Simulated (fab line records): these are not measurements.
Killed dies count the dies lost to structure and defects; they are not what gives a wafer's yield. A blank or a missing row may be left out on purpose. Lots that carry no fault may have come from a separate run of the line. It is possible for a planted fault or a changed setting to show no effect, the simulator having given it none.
What tool caused it?	flow n5Finfet	Sampling: 9 lots, 27 wafers, 5 of 1938 route steps

WHAT THE GAUGES SHOWED, per wafer
N5_BEOL_M4_RC_MEAS_101. Usual: DIBL_N 37.0 mV/V, standard deviation 1.6; DIBL_P 37.0 mV/V, standard deviation 2.1; IOFF_N 0.17 nA/um, standard deviation 0.032; IOFF_P 0.22 nA/um, standard deviation 0.043; ION_N 679 uA/um, standard deviation 13; ION_P 465 uA/um, standard deviation 9.5; SS_N 71.7 mV/dec, standard deviation 0.59; SS_P 73.6 mV/dec, standard deviation 0.64; VT_N 249 mV, standard deviation 3.2; VT_P -249 mV, standard deviation 4.1.
lot	measured	on	DIBL_N (mV/V)	DIBL_P (mV/V)	IOFF_N (nA/um)	IOFF_P (nA/um)	ION_N (uA/um)	ION_P (uA/um)	SS_N (mV/dec)	SS_P (mV/dec)	VT_N (mV)	VT_P (mV)	flag
L626	day 10 13:54	prober-01	36.1 37.5 37.3	36.0 37.2 38.1	0.16 0.19 0.18	0.21 0.23 0.24	678 689 684	468 465 471	71.3 71.9 71.9	73.6 73.3 73.5	247 245 245	-248 -249 -250	
L628	day 11 15:25	prober-02	39.7 36.7 38.7	40.1 36.3 38.5	0.21 0.14 0.18	0.25 0.18 0.22	700 675 689	472 464 468	72.9 71.8 72.4	74.7 73.7 74.1	248 254 248	-249 -253 -253	
L629	day 10 21:41	prober-02	39.1 34.8 36.4	40.2 35.0 37.1	0.24 0.13 0.18	0.30 0.19 0.23	680 659 685	467 463 468	72.0 71.8 72.3	74.4 73.2 73.3	245 254 250	-247 -249 -248	
L635	day 13 01:14	prober-01	37.5 36.7 35.6	38.7 37.8 38.1	0.18 0.17 0.15	0.22 0.20 0.19	673 681 673	464 461 457	71.7 71.0 71.5	74.2 73.7 73.7	248 248 250	-253 -253 -255	
L639	day 14 08:27	prober-02	38.4 35.5 38.5	38.5 34.1 37.9	0.21 0.15 0.21	0.31 0.22 0.28	691 667 682	481 459 473	72.2 71.4 72.4	73.4 73.4 73.9	244 249 244	-243 -248 -247	
L637	day 15 05:56	prober-02	39.3 36.8 34.9	38.7 35.9 34.0	0.20 0.16 0.13	0.28 0.23 0.21	690 677 678	474 467 474	72.4 71.7 71.2	73.7 73.2 72.5	247 250 251	-244 -247 -247	
L642	day 15 06:29	prober-01	39.9 34.1 33.9	43.9 37.2 35.6	0.27 0.14 0.14	0.38 0.22 0.20	698 659 655	481 458 453	72.1 71.6 71.4	75.1 73.2 73.2	241 249 251	-241 -251 -249	
L644	day 15 07:17	prober-02	35.7 37.2 36.7	35.7 38.3 36.9	0.15 0.19 0.16	0.22 0.26 0.21	668 687 670	463 472 458	72.1 72.0 71.7	73.2 73.7 74.2	249 248 252	-248 -247 -249	
L648	day 16 17:29	prober-01	35.9 35.7 36.5	33.4 34.1 36.1	0.13 0.14 0.16	0.17 0.18 0.22	649 667 661	447 449 460	71.5 71.5 72.2	72.9 73.3 73.4	253 248 249	-255 -253 -251	

WHAT TOOL EACH LOT RAN ON (gives the tool, then ch and the chambers of the sampled wafers, and finally the start)
lot	N5_BEOL_M0_TRENCH_ETCH_107	N5_BEOL_M0_ALD_136	N5_BEOL_M0_CVD_115	N5_BEOL_M0_SPUTTER_116
L626	rieDiel-05 ch 1,2, day 6 02:20	aldMetal-04 ch 0,1,3, day 6 03:35	cvdCo-02 ch 0,1,2, day 6 04:20	pvdSputter-01, day 6 04:29
L628	rieDiel-02 ch 0,1,3, day 6 17:07	aldMetal-03 ch 0,1, day 6 18:09	cvdCo-02 ch 0,2, day 6 19:04	pvdSputter-01, day 6 19:41
L629	rieDiel-02 ch 0,2,3, day 6 20:29	aldMetal-04 ch 1,2,3, day 6 21:11	cvdCo-01 ch 1,2, day 6 21:53	pvdSputter-01, day 6 23:23
L635	rieDiel-05 ch 0,1,2, day 8 20:17	aldMetal-03 ch 0,3, day 8 21:32	cvdCo-01 ch 1,2, day 8 22:08	pvdSputter-01, day 8 22:16
L639	rieDiel-02 ch 0,1,3, day 9 16:28	aldMetal-04 ch 0,2, day 9 17:26	cvdCo-01 ch 0,1, day 9 18:01	pvdSputter-03, day 9 19:44
L637	rieDiel-03 ch 0,1,2, day 9 20:14	aldMetal-01 ch 0,2,3, day 9 21:12	cvdCo-01 ch 1,2, day 9 21:46	pvdSputter-03, day 9 23:07
L642	rieDiel-03 ch 1,2, day 10 03:23	aldMetal-04 ch 0,2,3, day 10 04:52	cvdCo-02 ch 0,1, day 10 05:12	pvdSputter-02, day 10 05:29
L644	rieDiel-05 ch 0,2,3, day 10 17:04	aldMetal-03 ch 0,1,3, day 10 18:11	cvdCo-02 ch 0,1, day 10 18:41	pvdSputter-01, day 10 20:39
L648	rieDiel-03 ch 0,1, day 11 23:28	aldMetal-01 ch 0,1,3, day 12 01:10	cvdCo-02 ch 0,2, day 12 01:30	pvdSputter-03, day 12 01:41
- N5_BEOL_M0_TRENCH_ETCH_107: etches SiOC in C4F6/O2, target depth 32.8 nm, time 16.4 s.
- N5_BEOL_M0_ALD_136: deposits TaN, pulse time 2 s, purge time 3 s, co reactant purge time 2 s.
- N5_BEOL_M0_CVD_115: deposits Co from CCTBA/H2, time 120 s.
- N5_BEOL_M0_SPUTTER_116: material Cu, target thk 4 nm, time 7.37 s.

AS READ BY THE TOOLS THEMSELVES (means over the sampled wafers that have a number; for cases with no such wafer, the mark the record gives instead)
N5_BEOL_M0_TRENCH_ETCH_107. Usual: drypumpMotorCurrentA 5.8 A, standard deviation 0.57; oes_f_703_au 0.81 a.u., standard deviation 0.093; oesProductAu 0.81 a.u., standard deviation 0.091; rfVppV 669 V, standard deviation 15; showerheadPlenumPTorr 2.85 Torr, standard deviation 0.12; throttleValvePct 20.76 %, standard deviation 0.25.
lot	tool	drypumpMotorCurrentA (A)	oes_f_703_au (a.u.)	oesProductAu (a.u.)	rfVppV (V)	showerheadPlenumPTorr (Torr)	throttleValvePct (%)	flag
L626	rieDiel-05	5.6	0.83	0.82	660	2.85	20.42	
L628	rieDiel-02	5.9	0.88	0.87	665	2.94	20.74	
L629	rieDiel-02	6.2	0.83	0.84	673	2.92	20.86	
L635	rieDiel-05	5.8	0.75	0.74	658	2.79	20.79	
L639	rieDiel-02	5.9	0.84	0.84	664	2.93	20.80	
L637	rieDiel-03	5.7	0.83	0.83	678	2.87	20.81	
L642	rieDiel-03	6.0	0.92	0.91	669	2.94	20.87	
L644	rieDiel-05	5.8	0.82	0.83	660	2.91	20.71	
L648	rieDiel-03	5.9	0.78	0.77	667	2.77	20.94	

N5_BEOL_M0_ALD_136. Usual: chamberPressureTorr 3.000 Torr, standard deviation 0.0076; heaterPowerW 410 W, standard deviation 45.
lot	tool	chamberPressureTorr (Torr)	heaterPowerW (W)	flag
L626	aldMetal-04	3.002	420	
L628	aldMetal-03	3.008	474	
L629	aldMetal-04	3.000	411	
L635	aldMetal-03	2.996	448	
L639	aldMetal-04	2.988	414	
L637	aldMetal-01	2.997	422	
L642	aldMetal-04	3.001	421	
L644	aldMetal-03	2.999	436	
L648	aldMetal-01	3.000	430	

N5_BEOL_M0_CVD_115. Usual: chamberPressureTorr 30.01 Torr, standard deviation 0.07; runLengthS 143.1 s, standard deviation 0.51.
lot	tool	chamberPressureTorr (Torr)	runLengthS (s)	flag
L626	cvdCo-02	30.04	143.2	
L628	cvdCo-02	30.01	143.5	
L629	cvdCo-01	30.07	143.2	
L635	cvdCo-01	29.96	142.8	
L639	cvdCo-01	29.87	182.7	OFF
L637	cvdCo-01	30.05	182.4	OFF
L642	cvdCo-02	29.97	143.1	
L644	cvdCo-02	30.03	143.5	
L648	cvdCo-02	29.95	143.5	

N5_BEOL_M0_SPUTTER_116. Usual: throttleValvePct 29.8 %, standard deviation 0.93.
lot	tool	throttleValvePct (%)	flag
L626	pvdSputter-01	29.8	
L628	pvdSputter-01	29.1	
L629	pvdSputter-01	29.9	
L635	pvdSputter-01	30.5	
L639	pvdSputter-03	29.8	
L637	pvdSputter-03	30.1	
L642	pvdSputter-02	29.7	
L644	pvdSputter-01	29.9	
L648	pvdSputter-03	29.7	

THE ANSWER, worked out from the rows above alone
Rule: a lot counts as off when the mean over its wafers that have a number is more than 3 standard deviations away from the usual mean. A lot without any number at a reading at which 4 lots or more have one is off too. Where the step has rows for the other lots, those lots are counted as sound. After the gauges, taken in route order, come the tools' own readings; for these a lot's mean is taken, as printed above. At the first step where some lot is off, the reading lying furthest off is the one used; lots without a number count as furthest.
Off at N5_BEOL_M0_CVD_115 (runLengthS): L639, L637.
A tool fits if, at that step or a process step before it, it ran every lot that is off, and no sound lot after the first of them. One candidate fits, namely cvdCo-01 at N5_BEOL_M0_CVD_115. Its last sound lot is L635 (day 8 22:08), its first lot that is off L639 (day 9 18:01): a fault that began between those two fits.
On the lots that are off, the tool's own readings at N5_BEOL_M0_CVD_115 differ by more than 5 times the standard deviation of the sound lots' means, which bears it out; runLengthS reads 182.6 s there versus 143.3 s on the sound lots.

WHAT HAD BEEN PUT IN BY THE SIMULATOR
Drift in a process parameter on cvdCo-01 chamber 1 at N5_BEOL_M0_CVD_115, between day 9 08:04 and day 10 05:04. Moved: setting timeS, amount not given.
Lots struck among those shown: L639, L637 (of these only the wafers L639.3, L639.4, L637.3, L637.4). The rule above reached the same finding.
